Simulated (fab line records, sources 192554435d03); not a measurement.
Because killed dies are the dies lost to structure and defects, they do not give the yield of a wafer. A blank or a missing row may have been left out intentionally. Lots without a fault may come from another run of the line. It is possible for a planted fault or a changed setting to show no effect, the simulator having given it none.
fab line records / flow n5-finfet
record: lots: 5 wafers: 14 last-day: 19
route steps=1938 shown BEOL_M6@1248 PASSIVATION@1936
lots with no fault: from the same line, run without faults
start-h: the number of hours between the record's first day and the start of the first shown wafer of the lot / wait-h: time in hours since the lot's previous step / " identical to the entry in the row above / L1.1+2: several wafers, shown together as one row / - no value present, or no start provided / * or withheld: withheld / < > ~ a bound
route shown NAME@n: names a module that has steps shown in the file, with the first one's number in the route / usual: mean/standard deviation of fault-free wafers / same: alike in all rows / chamber/n: place in a boat / sites: the reading at each site / _std_site: their standard deviation / _edge_site: mean of outer sites minus mean of inner sites / radius-mm: how far each site lies from the wafer's centre / mask NAME#n: copy n / behind: the tool/chamber that last shaped the wafer / hold: the reason the lot was held/the length of the hold in hours/how it ended / device: names the non-switching transistor (n, p or np) / end of line: tests of these same wafers at the route's end / for a step that has no rows: nothing shown but its recipe / killed: not the wafer's yield, but the dies lost to structure and defects at the first sort / map: dies across one wafer; x = killed, . = not, _ = none there
set.NAME: the run value of the setting; set.NAME@STEP: its run value at that earlier step / model.NAME: the simulator's own value behind a step, which no gauge read
lots seen at some steps along the route; tables by step, rows by wafer
services: the hour from which a tool's chamber was out of use, counted from the record's first day as start-h (under 0 if before that day), plus the number of hours and why
== steps ==
step: N5_BEOL_M6_CURE_75
recipe: temp-c: 370 time-s: 120 ambient: DMADMS/He material: SiCOH_lowk
step: N5_BEOL_M6_DEGAS_44
recipe: ambient: vacuum temp-c: 250 time-s: 60
usual: heater-power-w: 337/33
lot.wafer=L423.1 tool=pvd-sputter-02 chamber=- start-h=202.51 wait-h=1.0 heater-power-w=326
lot.wafer=L423.2 tool=pvd-sputter-02 chamber=- start-h=202.51 wait-h=1.0 heater-power-w=329
lot.wafer=L423.5 tool=pvd-sputter-02 chamber=- start-h=202.51 wait-h=1.0 heater-power-w=310
lot.wafer=L434.4 tool=pvd-sputter-02 chamber=- start-h=265.62 wait-h=0.1 heater-power-w=343
lot.wafer=L434.6 tool=pvd-sputter-02 chamber=- start-h=265.62 wait-h=0.1 heater-power-w=388
lot.wafer=L440.2 tool=pvd-sputter-01 chamber=- start-h=313.09 wait-h=1.1 heater-power-w=302
lot.wafer=L440.5 tool=pvd-sputter-01 chamber=- start-h=313.09 wait-h=1.1 heater-power-w=303
lot.wafer=L440.6 tool=pvd-sputter-01 chamber=- start-h=313.09 wait-h=1.1 heater-power-w=346
lot.wafer=L445.1 tool=pvd-sputter-01 chamber=- start-h=339.55 wait-h=0.8 heater-power-w=341
lot.wafer=L445.4 tool=pvd-sputter-01 chamber=- start-h=339.55 wait-h=0.8 heater-power-w=308
lot.wafer=L445.6 tool=pvd-sputter-01 chamber=- start-h=339.55 wait-h=0.8 heater-power-w=339
lot.wafer=L444.1 tool=pvd-sputter-01 chamber=- start-h=342.58 wait-h=0.6 heater-power-w=329
lot.wafer=L444.2 tool=pvd-sputter-01 chamber=- start-h=342.58 wait-h=0.6 heater-power-w=308
lot.wafer=L444.4 tool=pvd-sputter-01 chamber=- start-h=342.58 wait-h=0.6 heater-power-w=305
step: N5_BEOL_M6_PRE_CLEAN_45
recipe: gas: H2/He time-s: 30 temp-c: 250
usual: heater-power-w: 338/33
lot.wafer=L423.1 tool=pvd-sputter-02 chamber=- start-h=202.55 wait-h=0.0 heater-power-w=313
lot.wafer=L423.2 tool=pvd-sputter-02 chamber=- start-h=202.55 wait-h=0.0 heater-power-w=341
lot.wafer=L423.5 tool=pvd-sputter-02 chamber=- start-h=202.55 wait-h=0.0 heater-power-w=323
lot.wafer=L434.4 tool=pvd-sputter-02 chamber=- start-h=265.66 wait-h=0.0 heater-power-w=340
lot.wafer=L434.6 tool=pvd-sputter-02 chamber=- start-h=265.66 wait-h=0.0 heater-power-w=394
lot.wafer=L440.2 tool=pvd-sputter-01 chamber=- start-h=313.13 wait-h=0.0 heater-power-w=299
lot.wafer=L440.5 tool=pvd-sputter-01 chamber=- start-h=313.13 wait-h=0.0 heater-power-w=300
lot.wafer=L440.6 tool=pvd-sputter-01 chamber=- start-h=313.13 wait-h=0.0 heater-power-w=358
lot.wafer=L445.1 tool=pvd-sputter-01 chamber=- start-h=339.59 wait-h=0.0 heater-power-w=328
lot.wafer=L445.4 tool=pvd-sputter-01 chamber=- start-h=339.59 wait-h=0.0 heater-power-w=309
lot.wafer=L445.6 tool=pvd-sputter-01 chamber=- start-h=339.59 wait-h=0.0 heater-power-w=331
lot.wafer=L444.1 tool=pvd-sputter-01 chamber=- start-h=342.62 wait-h=0.0 heater-power-w=345
lot.wafer=L444.2 tool=pvd-sputter-01 chamber=- start-h=342.62 wait-h=0.0 heater-power-w=301
lot.wafer=L444.4 tool=pvd-sputter-01 chamber=- start-h=342.62 wait-h=0.0 heater-power-w=305
step: N5_BEOL_M6_ALD_77
recipe: material: TaN target-thk-a: 20 temp-c: 275 ald-precursor-family: PDMAT ald-co-reactant: NH3 pressure-torr: 3 carrier-flow-sccm: 1500 pulse-time-s: 2 purge-time-s: 3 co-reactant-purge-time-s: 2 co-reactant-pulse-time-s: 3 ald-cycles: 40 precursor-vessel-temp-c: 75 precursor-vessel-pressure-torr: 26.25 precursor-vessel-carrier-sccm: 1000
usual: heater-power-w: 415/38 precursor-vessel-pressure-torr: 26.24/0.048
same: ald-cycles: 40
lot.wafer=L423.1 tool=ald-metal-03 chamber=3 start-h=202.61 wait-h=0.0 heater-power-w=437 precursor-vessel-pressure-torr=26.29
lot.wafer=L423.2 tool=ald-metal-03 chamber=0 start-h=202.61 wait-h=0.0 heater-power-w=415 precursor-vessel-pressure-torr=26.28
lot.wafer=L423.5 tool=ald-metal-03 chamber=0 start-h=202.61 wait-h=0.0 heater-power-w=425 precursor-vessel-pressure-torr=26.17
lot.wafer=L434.4 tool=ald-metal-04 chamber=3 start-h=265.74 wait-h=0.1 heater-power-w=356 precursor-vessel-pressure-torr=26.29
lot.wafer=L434.6 tool=ald-metal-04 chamber=0 start-h=265.74 wait-h=0.1 heater-power-w=443 precursor-vessel-pressure-torr=26.21
lot.wafer=L440.2 tool=ald-metal-02 chamber=1 start-h=313.24 wait-h=0.1 heater-power-w=452 precursor-vessel-pressure-torr=26.29
lot.wafer=L440.5 tool=ald-metal-02 chamber=3 start-h=313.24 wait-h=0.1 heater-power-w=372 precursor-vessel-pressure-torr=26.21
lot.wafer=L440.6 tool=ald-metal-02 chamber=0 start-h=313.24 wait-h=0.1 heater-power-w=406 precursor-vessel-pressure-torr=26.24
lot.wafer=L445.1 tool=ald-metal-03 chamber=2 start-h=339.77 wait-h=0.2 heater-power-w=380 precursor-vessel-pressure-torr=26.27
lot.wafer=L445.4 tool=ald-metal-03 chamber=0 start-h=339.77 wait-h=0.2 heater-power-w=429 precursor-vessel-pressure-torr=26.25
lot.wafer=L445.6 tool=ald-metal-03 chamber=2 start-h=339.77 wait-h=0.2 heater-power-w=382 precursor-vessel-pressure-torr=26.29
lot.wafer=L444.1 tool=ald-metal-03 chamber=0 start-h=342.71 wait-h=0.1 heater-power-w=418 precursor-vessel-pressure-torr=26.20
lot.wafer=L444.2 tool=ald-metal-03 chamber=3 start-h=342.71 wait-h=0.1 heater-power-w=439 precursor-vessel-pressure-torr=26.35
lot.wafer=L444.4 tool=ald-metal-03 chamber=2 start-h=342.71 wait-h=0.1 heater-power-w=369 precursor-vessel-pressure-torr=26.28
step: N5_BEOL_M6_SURFACE_TREAT_79
recipe: gas: Ar time-s: * ion-energy-ev: * ion-current-ma-cm2: 0.5 pressure-mtorr: * ar-flow-sccm: 30
usual: throttle-valve-pct: *
lot.wafer=L423.1 tool=pvd-sputter-02 chamber=- start-h=202.91 wait-h=0.2 throttle-valve-pct=*
lot.wafer=L423.2 tool=pvd-sputter-02 chamber=- start-h=202.91 wait-h=0.2 throttle-valve-pct=*
lot.wafer=L423.5 tool=pvd-sputter-02 chamber=- start-h=202.91 wait-h=0.2 throttle-valve-pct=*
lot.wafer=L434.4 tool=pvd-sputter-03 chamber=- start-h=266.08 wait-h=0.2 throttle-valve-pct=*
lot.wafer=L434.6 tool=pvd-sputter-03 chamber=- start-h=266.08 wait-h=0.2 throttle-valve-pct=*
lot.wafer=L440.2 tool=pvd-sputter-02 chamber=- start-h=313.68 wait-h=0.3 throttle-valve-pct=*
lot.wafer=L440.5 tool=pvd-sputter-02 chamber=- start-h=313.68 wait-h=0.3 throttle-valve-pct=*
lot.wafer=L440.6 tool=pvd-sputter-02 chamber=- start-h=313.68 wait-h=0.3 throttle-valve-pct=*
lot.wafer=L445.1 tool=pvd-sputter-03 chamber=- start-h=340.43 wait-h=0.5 throttle-valve-pct=*
lot.wafer=L445.4 tool=pvd-sputter-03 chamber=- start-h=340.43 wait-h=0.5 throttle-valve-pct=*
lot.wafer=L445.6 tool=pvd-sputter-03 chamber=- start-h=340.43 wait-h=0.5 throttle-valve-pct=*
lot.wafer=L444.1 tool=pvd-sputter-02 chamber=- start-h=343.11 wait-h=0.3 throttle-valve-pct=*
lot.wafer=L444.2 tool=pvd-sputter-02 chamber=- start-h=343.11 wait-h=0.3 throttle-valve-pct=*
lot.wafer=L444.4 tool=pvd-sputter-02 chamber=- start-h=343.11 wait-h=0.3 throttle-valve-pct=*
step: N5_BEOL_M6_CVD_78
recipe: material: Co target-thk-a: 20 temp-c: withheld precursor: CCTBA/H2 pressure-torr: 30 time-s: 142.3
step: N5_BEOL_M6_SPUTTER_48
recipe: material: Cu target-thk-a: 100 temp-c: -20 bias-v: 60 power-w: 26000 chamber-pressure-pa: 0.13 time-s: 1.667
step: N5_BEOL_M6_ECD_50
recipe: material: Cu target-thk-a: 3000
step: N5_BEOL_M6_ANNEAL_51
recipe: temp-c: 225 time-s: 90 ambient: N2
usual: wafer_temp_C_max: 225.80/0.23
lot.wafer=L423.1 tool=rtp-anneal-02 chamber=0 start-h=203.62 wait-h=0.4 wafer_temp_C_max=225.91
lot.wafer=L423.2 tool=rtp-anneal-02 chamber=0 start-h=203.62 wait-h=0.4 wafer_temp_C_max=225.67
lot.wafer=L423.5 tool=rtp-anneal-02 chamber=0 start-h=203.62 wait-h=0.4 wafer_temp_C_max=226.20
lot.wafer=L434.4 tool=rtp-anneal-01 chamber=0 start-h=266.76 wait-h=0.2 wafer_temp_C_max=225.28
lot.wafer=L434.6 tool=rtp-anneal-01 chamber=0 start-h=266.76 wait-h=0.2 wafer_temp_C_max=225.71
lot.wafer=L440.2 tool=rtp-anneal-02 chamber=0 start-h=314.77 wait-h=0.7 wafer_temp_C_max=225.83
lot.wafer=L440.5 tool=rtp-anneal-02 chamber=0 start-h=314.77 wait-h=0.7 wafer_temp_C_max=225.95
lot.wafer=L440.6 tool=rtp-anneal-02 chamber=0 start-h=314.77 wait-h=0.7 wafer_temp_C_max=225.84
lot.wafer=L445.1 tool=rtp-anneal-02 chamber=0 start-h=341.70 wait-h=0.8 wafer_temp_C_max=225.89
lot.wafer=L445.4 tool=rtp-anneal-02 chamber=0 start-h=341.70 wait-h=0.8 wafer_temp_C_max=225.75
lot.wafer=L445.6 tool=rtp-anneal-02 chamber=0 start-h=341.70 wait-h=0.8 wafer_temp_C_max=226.00
lot.wafer=L444.1 tool=rtp-anneal-02 chamber=0 start-h=344.85 wait-h=1.2 wafer_temp_C_max=225.76
lot.wafer=L444.2 tool=rtp-anneal-02 chamber=0 start-h=344.85 wait-h=1.2 wafer_temp_C_max=225.57
lot.wafer=L444.4 tool=rtp-anneal-02 chamber=0 start-h=344.85 wait-h=1.2 wafer_temp_C_max=225.72
step: N5_BEOL_M6_CMP_52
recipe: stop-on: SiCOH_lowk t-overpolish-s: 6.9 down-force-psi: 1 platen-rpm: 50 clearing-platen-down-force-psi: 1.5 clearing-platen-rpm: 50 post-cmp-clean: cu-alkaline target-thk-nm: 80 clearing-platen-pad-velocity-m-s: 0.99484 pad-velocity-m-s: 0.99484
step: N5_BEOL_M6_THK_MEAS_53
recipe: thk-meas-gauge: xrf reads: Cu_of_BEOL_M6_ECD_50
usual: M6_THK: 80.1/2.8
lot.wafer=L423.1 tool=film-metro-02 chamber=- start-h=204.21 wait-h=- M6_THK[nm]=80.7
lot.wafer=L423.2 tool=film-metro-02 chamber=- start-h=204.21 wait-h=- M6_THK[nm]=76.5
lot.wafer=L423.5 tool=film-metro-02 chamber=- start-h=204.21 wait-h=- M6_THK[nm]=72.2
lot.wafer=L434.4 tool=film-metro-01 chamber=- start-h=267.22 wait-h=- M6_THK[nm]=75.9
lot.wafer=L434.6 tool=film-metro-01 chamber=- start-h=267.22 wait-h=- M6_THK[nm]=77.7
lot.wafer=L440.2 tool=film-metro-01 chamber=- start-h=315.32 wait-h=- M6_THK[nm]=79.9
lot.wafer=L440.5 tool=film-metro-01 chamber=- start-h=315.32 wait-h=- M6_THK[nm]=87.0
lot.wafer=L440.6 tool=film-metro-01 chamber=- start-h=315.32 wait-h=- M6_THK[nm]=83.5
lot.wafer=L445.1 tool=film-metro-02 chamber=- start-h=342.30 wait-h=- M6_THK[nm]=79.1
lot.wafer=L445.4 tool=film-metro-02 chamber=- start-h=342.30 wait-h=- M6_THK[nm]=81.6
lot.wafer=L445.6 tool=film-metro-02 chamber=- start-h=342.30 wait-h=- M6_THK[nm]=80.0
lot.wafer=L444.1 tool=film-metro-01 chamber=- start-h=345.46 wait-h=- M6_THK[nm]=74.6
lot.wafer=L444.2 tool=film-metro-01 chamber=- start-h=345.46 wait-h=- M6_THK[nm]=80.9
lot.wafer=L444.4 tool=film-metro-01 chamber=- start-h=345.46 wait-h=- M6_THK[nm]=81.5
step: N5_BEOL_M6_PRE_CLEAN_55
recipe: gas: NH3 time-s: 15 temp-c: withheld rf-power-w: 300
step: N5_BEOL_M6_DEP_56
recipe: material: SiCN target-thk-a: 100 temp-c: withheld precursor: 3MS/NH3 pressure-torr: 3 rf-w: 202 time-s: 17.5
usual: showerhead-plenum-p-Torr: 3.658/0.014 throttle-valve-pct: 9.1/0.69
lot.wafer=L423.1 tool=pecvd-04 chamber=1 start-h=204.28 wait-h=0.0 showerhead-plenum-p-Torr=3.663 throttle-valve-pct=9.4 model.SiCN_of_BEOL_M6_DEP_56.thk-nm=9.8
lot.wafer=L423.2 tool=pecvd-04 chamber=0 start-h=204.28 wait-h=0.0 showerhead-plenum-p-Torr=3.637 throttle-valve-pct=9.3 model.SiCN_of_BEOL_M6_DEP_56.thk-nm=10
lot.wafer=L423.5 tool=pecvd-04 chamber=0 start-h=204.28 wait-h=0.0 showerhead-plenum-p-Torr=3.636 throttle-valve-pct=9.2 model.SiCN_of_BEOL_M6_DEP_56.thk-nm=10.2
lot.wafer=L434.4 tool=pecvd-04 chamber=2 start-h=267.30 wait-h=0.0 showerhead-plenum-p-Torr=3.645 throttle-valve-pct=7.7 model.SiCN_of_BEOL_M6_DEP_56.thk-nm=9.6
lot.wafer=L434.6 tool=pecvd-04 chamber=1 start-h=267.30 wait-h=0.0 showerhead-plenum-p-Torr=3.670 throttle-valve-pct=9.3 model.SiCN_of_BEOL_M6_DEP_56.thk-nm=10
lot.wafer=L440.2 tool=pecvd-03 chamber=2 start-h=315.38 wait-h=0.0 showerhead-plenum-p-Torr=3.680 throttle-valve-pct=8.3 model.SiCN_of_BEOL_M6_DEP_56.thk-nm=9.8
lot.wafer=L440.5 tool=pecvd-03 chamber=0 start-h=315.38 wait-h=0.0 showerhead-plenum-p-Torr=3.672 throttle-valve-pct=9.8 model.SiCN_of_BEOL_M6_DEP_56.thk-nm=10.2
lot.wafer=L440.6 tool=pecvd-03 chamber=1 start-h=315.38 wait-h=0.0 showerhead-plenum-p-Torr=3.664 throttle-valve-pct=9.8 model.SiCN_of_BEOL_M6_DEP_56.thk-nm=10
lot.wafer=L445.1 tool=pecvd-04 chamber=1 start-h=342.36 wait-h=0.0 showerhead-plenum-p-Torr=3.663 throttle-valve-pct=9.6 model.SiCN_of_BEOL_M6_DEP_56.thk-nm=10.2
lot.wafer=L445.4 tool=pecvd-04 chamber=0 start-h=342.36 wait-h=0.0 showerhead-plenum-p-Torr=3.628 throttle-valve-pct=9.4 model.SiCN_of_BEOL_M6_DEP_56.thk-nm=10.2
lot.wafer=L445.6 tool=pecvd-04 chamber=1 start-h=342.36 wait-h=0.0 showerhead-plenum-p-Torr=3.661 throttle-valve-pct=9.9 model.SiCN_of_BEOL_M6_DEP_56.thk-nm=10.4
lot.wafer=L444.1 tool=pecvd-04 chamber=2 start-h=345.52 wait-h=0.0 showerhead-plenum-p-Torr=3.648 throttle-valve-pct=8.0 model.SiCN_of_BEOL_M6_DEP_56.thk-nm=10.2
lot.wafer=L444.2 tool=pecvd-04 chamber=1 start-h=345.52 wait-h=0.0 showerhead-plenum-p-Torr=3.656 throttle-valve-pct=9.4 model.SiCN_of_BEOL_M6_DEP_56.thk-nm=10.2
lot.wafer=L444.4 tool=pecvd-04 chamber=2 start-h=345.52 wait-h=0.0 showerhead-plenum-p-Torr=3.639 throttle-valve-pct=8.0 model.SiCN_of_BEOL_M6_DEP_56.thk-nm=10.2
step: N5_BEOL_M6_RS_MEAS_57
recipe: thk-meas-gauge: four-point-probe reads: Cu_of_BEOL_M6_ECD_50+Co_of_BEOL_M6_CVD_78+TaN_of_BEOL_M6_ALD_77
usual: M6_RS: 0.285/0.012
lot.wafer=L423.1 tool=film-metro-01 chamber=- start-h=204.37 wait-h=0.1 M6_RS[ohm/sq]=0.283
lot.wafer=L423.2 tool=film-metro-01 chamber=- start-h=204.37 wait-h=0.1 M6_RS[ohm/sq]=0.302
lot.wafer=L423.5 tool=film-metro-01 chamber=- start-h=204.37 wait-h=0.1 M6_RS[ohm/sq]=0.324
lot.wafer=L434.4 tool=film-metro-02 chamber=- start-h=267.35 wait-h=0.0 M6_RS[ohm/sq]=0.302
lot.wafer=L434.6 tool=film-metro-02 chamber=- start-h=267.35 wait-h=0.0 M6_RS[ohm/sq]=0.293
lot.wafer=L440.2 tool=film-metro-02 chamber=- start-h=315.45 wait-h=0.1 M6_RS[ohm/sq]=0.290
lot.wafer=L440.5 tool=film-metro-02 chamber=- start-h=315.45 wait-h=0.1 M6_RS[ohm/sq]=0.262
lot.wafer=L440.6 tool=film-metro-02 chamber=- start-h=315.45 wait-h=0.1 M6_RS[ohm/sq]=0.273
lot.wafer=L445.1 tool=film-metro-01 chamber=- start-h=342.43 wait-h=0.1 M6_RS[ohm/sq]=0.286
lot.wafer=L445.4 tool=film-metro-01 chamber=- start-h=342.43 wait-h=0.1 M6_RS[ohm/sq]=0.280
lot.wafer=L445.6 tool=film-metro-01 chamber=- start-h=342.43 wait-h=0.1 M6_RS[ohm/sq]=0.283
lot.wafer=L444.1 tool=film-metro-01 chamber=- start-h=345.59 wait-h=0.1 M6_RS[ohm/sq]=0.308
lot.wafer=L444.2 tool=film-metro-01 chamber=- start-h=345.59 wait-h=0.1 M6_RS[ohm/sq]=0.280
lot.wafer=L444.4 tool=film-metro-01 chamber=- start-h=345.59 wait-h=0.1 M6_RS[ohm/sq]=0.279
step: N5_PASSIVATION_PROBE_49
usual: defect-limited-yield: 91.1/1.4 killed_at_M0_to_M3: 34/11 killed_at_M4_up: 14/5.6 killed-at-contacts: 13/5.9 killed-at-front-end: 40/11 killed-at-other: 4/3.1 killed-dies: 105/16 killed-open: 68/11 killed-short: 34/8.4 sort_bin_5_function: 5.2/0.86 sort_bin_6_memory: 3.2/0.7 sort_bin_8_speed: 0.1/1.1 sort-n-pass: 1074/21 sort-yield-pct: 91.0/1.8
same: gross-dies: 1180 killed-at-back-side: 0 sort_bin_4_leakage[%]: 0
lot.wafer=L423.1 tool=prober-01 chamber=- start-h=297.34 wait-h=0.0 defect-limited-yield[%]=93.9 killed_at_M0_to_M3=22 killed_at_M4_up=10 killed-at-contacts=16 killed-at-front-end=22 killed-at-other=2 killed-dies=72 killed-open=42 killed-short=27 sort_bin_5_function[%]=3.6 sort_bin_6_memory[%]=2.3 sort_bin_8_speed[%]=0 sort-n-pass=1108 sort-yield-pct[%]=93.9
lot.wafer=L423.2 tool=prober-01 chamber=- start-h=297.39 wait-h=0.1 defect-limited-yield[%]=92.1 killed_at_M0_to_M3=25 killed_at_M4_up=15 killed-at-contacts=22 killed-at-front-end=29 killed-at-other=2 killed-dies=93 killed-open=78 killed-short=15 sort_bin_5_function[%]=4.7 sort_bin_6_memory[%]=2.9 sort_bin_8_speed[%]=0 sort-n-pass=1087 sort-yield-pct[%]=92.1
lot.wafer=L423.5 tool=prober-01 chamber=- start-h=297.54 wait-h=0.2 defect-limited-yield[%]=93.1 killed_at_M0_to_M3=20 killed_at_M4_up=13 killed-at-contacts=12 killed-at-front-end=34 killed-at-other=2 killed-dies=81 killed-open=63 killed-short=17 sort_bin_5_function[%]=3.9 sort_bin_6_memory[%]=2.8 sort_bin_8_speed[%]=0 sort-n-pass=1099 sort-yield-pct[%]=93.1
lot.wafer=L434.4 tool=prober-01 chamber=- start-h=347.53 wait-h=0.2 defect-limited-yield[%]=92.5 killed_at_M0_to_M3=36 killed_at_M4_up=14 killed-at-contacts=8 killed-at-front-end=27 killed-at-other=3 killed-dies=88 killed-open=57 killed-short=27 sort_bin_5_function[%]=4.6 sort_bin_6_memory[%]=2.7 sort_bin_8_speed[%]=0 sort-n-pass=1092 sort-yield-pct[%]=92.5
killed by level:class
L423.1 MOL_CONTACT_COAG:geometric-particle:open=13 BEOL_M0_SAQP:geometric-particle:open=5 BEOL_M0_SAQP:geometric-particle:short=4 FIN_SAQP:geometric-particle:short=3 FIN_SAQP:geometric-particle:open=3 MOL_CONTACT_COAG:geometric-particle:short=3 BEOL_M2:geometric-particle:short=3 BEOL_M3:geometric-particle:open=3
L423.2 MOL_CONTACT_COAG:geometric-particle:open=20 BEOL_M3:geometric-particle:open=10 BEOL_M4:geometric-particle:open=8 FIN_SAQP:geometric-particle:open=6 STI_FIN_REVEAL:geometric-particle:open=4 ILD0:geometric-particle:open=4 FIN_SAQP:geometric-particle:short=3 DUMMY_GATE:geometric-particle:open=3
L423.5 MOL_CONTACT_COAG:geometric-particle:open=11 STI_FIN_REVEAL:geometric-particle:open=9 FIN_SAQP:geometric-particle:open=8 BEOL_M3:geometric-particle:open=7 FIN_SAQP:geometric-particle:short=6 BEOL_M4:geometric-particle:open=6 BEOL_M0_SAQP:geometric-particle:open=4 BEOL_M2:geometric-particle:open=3
L434.4 MOL_CONTACT_COAG:geometric-particle:open=8 BEOL_M2:geometric-particle:open=8 BEOL_M0_SAQP:geometric-particle:short=7 DUMMY_GATE:geometric-particle:open=6 BEOL_M3:geometric-particle:open=6 BEOL_M0_SAQP:geometric-particle:open=4 BEOL_M0:geometric-particle:open=4 BEOL_M4:geometric-particle:open=4
== services ==
tool=pecvd-04 chamber=2 start-h=202.43 hours=- kind=clean
tool=pecvd-04 chamber=2 start-h=202.43 hours=- kind=consumable-replace:showerhead
tool=pecvd-04 chamber=2 start-h=202.43 hours=29.0 kind=scheduled-down
tool=pecvd-04 chamber=2 start-h=202.43 hours=29.0 kind=vent-cycle
tool=ald-metal-04 chamber=- start-h=205.36 hours=2.8 kind=pm
tool=pecvd-04 chamber=0 start-h=223.22 hours=5.5 kind=scheduled-down
tool=ald-metal-02 chamber=3 start-h=253.62 hours=16.2 kind=repair
tool=rtp-anneal-02 chamber=- start-h=257.23 hours=5.3 kind=pm
tool=ald-metal-02 chamber=- start-h=261.33 hours=0.9 kind=repair
tool=ald-metal-03 chamber=2 start-h=283.38 hours=11.2 kind=repair
tool=pecvd-04 chamber=1 start-h=291.98 hours=16.5 kind=scheduled-down
tool=pecvd-04 chamber=- start-h=292.23 hours=3.4 kind=repair
tool=ald-metal-04 chamber=- start-h=313.28 hours=6.0 kind=pm
tool=rtp-anneal-01 chamber=- start-h=313.72 hours=70.9 kind=pm
tool=pecvd-03 chamber=1 start-h=323.05 hours=5.5 kind=scheduled-down
tool=ald-metal-02 chamber=- start-h=337.44 hours=14.0 kind=pm
tool=ald-metal-02 chamber=0 start-h=337.44 hours=14.0 kind=vent-cycle
tool=ald-metal-02 chamber=1 start-h=337.44 hours=14.0 kind=vent-cycle
tool=ald-metal-02 chamber=2 start-h=337.44 hours=14.0 kind=vent-cycle
tool=ald-metal-02 chamber=3 start-h=337.44 hours=14.0 kind=vent-cycle
== key ==
first-sign none at tools or gauges
model-effect: step: N5_BEOL_M6_DEP_56 value: SiCN_of_BEOL_M6_DEP_56.thk-nm without: 10.2 struck: 9.6
met-at N5_BEOL_M6_DEP_56
struck-wafers L434.4
onset-between 204.28 267.30
fault: kind: process-parameter-drift tool: pecvd-04 chamber: - onset-h: 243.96 steps: N5_BEOL_M6_DEP_56 channel: time-s offset: * shape: step end-h: 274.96 scope: struck-wafers-only acts-in: * stated: *
